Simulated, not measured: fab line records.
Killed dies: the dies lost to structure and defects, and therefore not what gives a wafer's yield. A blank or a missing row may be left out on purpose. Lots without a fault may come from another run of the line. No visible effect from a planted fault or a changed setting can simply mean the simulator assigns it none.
Chamber matching | flow nand-harc | 4 sister chambers for NHARC_A_STAIRCASE_CMP_450 on cmp-02
The step polishes SiO2, target thk 200 nm. 4 wafers are shown with their chamber, then 9 later ones without.

## WAFERS, EACH WITH ITS CHAMBER
wafer  | chamber | motor-current-A (A)
L079.5 | 1       | 12.7
L082.1 | 2       | 11.6
L082.3 | 3       | 9.9
L082.5 | 0       | 11.1

## WAFERS WITHOUT THEIR CHAMBER
wafer  | motor-current-A (A)
L086.3 | 11.5
L086.5 | 12.0
L086.6 | 9.5
L086.1 | 9.7
L086.2 | 12.9
L086.4 | 11.1
L095.3 | 11.0
L095.5 | 11.4
L095.6 | 12.6

## WHICH CHAMBER EACH WENT THROUGH
wafer  | from the rows above     | in truth
L086.3 | can't be placed: 2 or 0 | 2
L086.5 | can't be placed: 2 or 1 | 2
L086.6 | 3                       | 3
L086.1 | 3                       | 3
L086.2 | 1                       | 1
L086.4 | 0                       | 0
L095.3 | 0                       | 0
L095.5 | can't be placed: 2 or 0 | 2
L095.6 | 1                       | 1
Correct placement for 6 of the 9. From these rows, 3 cannot be placed; in 3 the true chamber is one of the candidates. Wrongly placed: 0.
How it was worked out, from the rows above alone: a wafer's distance from a chamber is the root of the sum, over the readings, of the square of ((its reading less the chamber's mean) divided by the reading's scatter). The wafer belongs to the nearest chamber; if the next one is less than 2 further off, it can't be placed. The mean given for a chamber averages the wafers shown for that chamber. The scatter (one wafer shown for each chamber): square how far every hidden wafer sits from the nearest shown wafer, average those squares and take the square root.
